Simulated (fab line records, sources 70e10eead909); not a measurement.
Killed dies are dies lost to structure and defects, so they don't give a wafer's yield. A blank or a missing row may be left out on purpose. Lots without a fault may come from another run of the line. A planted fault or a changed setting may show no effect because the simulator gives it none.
A struck lot beside a sound one | flow nand_harc | 42 steps out of a route of 1302
Sound: wafers L813.1, L813.3, L813.4. Struck: wafer L823.4. (L823.2, L823.3 of the same lot were not struck and are left out.) The cause comes at the end.
At each step with rows: each side's tool, then ch and its chambers, then its first start. Under that, the readings that differ: sound wafers | struck wafers | difference of the means | sigmas: that difference in standard deviations of wafers without a fault.
alike: readings whose means differ by less than 2 such deviations, and words and numbers that are the same on both sides. not compared: withheld readings, readings that some wafer has no value for, bounds like >300 that may hide the same value, and numbers for which the record gives no deviation and whose values overlap.
The two part at a step that has a row with sigmas, a row that says differs or no value, or rows on one side only. Numbers that don't overlap but have no deviation are shown without sigmas and don't part them. A reading that every wafer of one side lacks parts them only if that side has two wafers or more.

first, 8 steps without rows for these wafers: NHARC_THIN_TSV_DEHYDRATE_04 (time 120 s); NHARC_THIN_TSV_HMDS_05 (time 30 s); NHARC_THIN_TSV_COAT_06; NHARC_THIN_TSV_SOFTBAKE_07 (time 95 s); NHARC_THIN_TSV_EBR_08; NHARC_THIN_TSV_EXPOSE_09 (exposes mask TSV); NHARC_THIN_TSV_PEB_10 (peb time 85 s); NHARC_THIN_TSV_DEVELOP_11 (time 70 s).
NHARC_THIN_TSV_CD_MEAS_12: target cd 1000 nm.
  sound on cd_sem-03 ch 0, day 25 05:07; struck on cd_sem-01 ch 0, day 29 21:44
  alike: cd_nm
then, 3 steps without rows for these wafers: NHARC_THIN_TSV_HARDBAKE_13 (time 80 s); NHARC_THIN_TSV_DESCUM_14 (chemistry O2, time 3 s); NHARC_THIN_TSV_ETCH_44 (etches the open film in CF4/O2, target depth 1594.2 nm, time 797.1 s).
NHARC_THIN_TSV_ETCH_15: target depth 3000 nm, bosch target overetch cycles 2, bosch etch step 2.8 s.
  sound on rie_si-04 ch 0,1,3, day 25 05:56; struck on rie_si-05 ch 2, day 29 22:32
  reading                | sound          | struck | difference | sigmas
  rf_hours_counter_h (h) | 0.31 0.30 0.23 | 0.17   | -0.11      |
  alike: drypump_motor_current_A
NHARC_THIN_TSV_CD_MEAS_16:
  sound on cd_sem-01, day 25 06:05; struck on cd_sem-03, day 29 22:41
  alike: cd_nm
then, 3 steps without rows for these wafers: NHARC_THIN_TSV_STRIP_45 (strips in O2); NHARC_THIN_TSV_STRIP_46 (strips in post etch residue remover, time 1200 s); NHARC_THIN_TSV_DEP_47 (deposits SiO2, target thk 200 nm).
NHARC_THIN_TSV_ETCHBACK_48: etches the open film in C4F8/Ar, target depth 1028.5 nm, time 405.17 s.
  sound on rie_diel-13 ch 1,3, day 25 07:25; struck on rie_diel-01 ch 3, day 29 23:58
  alike: oes_product_au, rf_vpp_V
  not compared: rf_hours_counter_h
NHARC_THIN_TSV_STRIP_62: strips in N2/H2, time 20 s.
  sound on plasma_asher-01 ch 0,1, day 25 07:48; struck on plasma_asher-02 ch 0, day 30 00:19
  alike: drypump_motor_current_A, heater_power_w
  not compared: rf_hours_counter_h
then, 3 steps without rows for these wafers: NHARC_THIN_TSV_DEGAS_49 (time 120 s); NHARC_THIN_TSV_PRE_CLEAN_50 (time 30 s); NHARC_THIN_TSV_PVD_19 (deposits TaN, target thk 20 nm).
NHARC_THIN_TSV_PVD_51: deposits Cu, target thk 100 nm.
  sound on pvd_sputter-03; struck on pvd_sputter-02
  alike: throttle_valve_pct
then, 1 step without rows for these wafers: NHARC_THIN_TSV_ECD_20 (material Cu, target thk 2000 nm).
NHARC_THIN_TSV_ANNEAL_52: time 90 s.
  sound on rtp_anneal-01 ch 0, day 25 09:10; struck on rtp_anneal-01 ch 0, day 30 01:50
  alike: wafer_temp_C_max
then, 2 steps without rows for these wafers: NHARC_THIN_TSV_CMP_21 (polishes, t overpolish 30 s, target thk 2000 nm); NHARC_THIN_TSV_SRD_23.
NHARC_THIN_TSV_DEGAS_53: time 60 s.
  sound on pvd_sputter-03, day 25 09:58; struck on pvd_sputter-01, day 30 02:35
  alike: heater_power_w
then, 11 steps without rows for these wafers: NHARC_THIN_TSV_PRE_CLEAN_54 (time 30 s); NHARC_THIN_TSV_PVD_55 (deposits TiN, target thk 50 nm); NHARC_THIN_TSV_PVD_24 (deposits Al, target thk 800 nm); NHARC_THIN_TSV_DEHYDRATE_25 (time 120 s); NHARC_THIN_TSV_HMDS_26 (time 30 s); NHARC_THIN_TSV_COAT_27; NHARC_THIN_TSV_SOFTBAKE_28 (time 95 s); NHARC_THIN_TSV_EBR_29; NHARC_THIN_TSV_EXPOSE_30 (exposes mask PAD); NHARC_THIN_TSV_PEB_31 (peb time 85 s); NHARC_THIN_TSV_DEVELOP_32 (time 70 s).
NHARC_THIN_TSV_CD_MEAS_33: target cd 5000 nm.
  sound on cd_sem-01 ch 0, day 25 11:07; struck on cd_sem-03 ch 0, day 30 03:44
  alike: cd_nm
then, 1 step without rows for these wafers: NHARC_THIN_TSV_HARDBAKE_34 (time 80 s).
NHARC_END_SORT_01:
  sound on prober-01 ch 0, day 26 00:50; struck on prober-01 ch 0, day 30 15:16
  reading                  | sound | struck | difference | sigmas
  defect_limited_yield (%) | 91 94 | 84     | -8         | -3
  killed_at_other          | 2 0   | 78     | +77        | +70
  killed_dies              | 59 41 | 111    | +61        | +3
  alike: killed_at_array, killed_at_periphery, killed_open, killed_short

WHERE THEY PART
Only at NHARC_END_SORT_01, within this record.

WHY: what the simulator had put in
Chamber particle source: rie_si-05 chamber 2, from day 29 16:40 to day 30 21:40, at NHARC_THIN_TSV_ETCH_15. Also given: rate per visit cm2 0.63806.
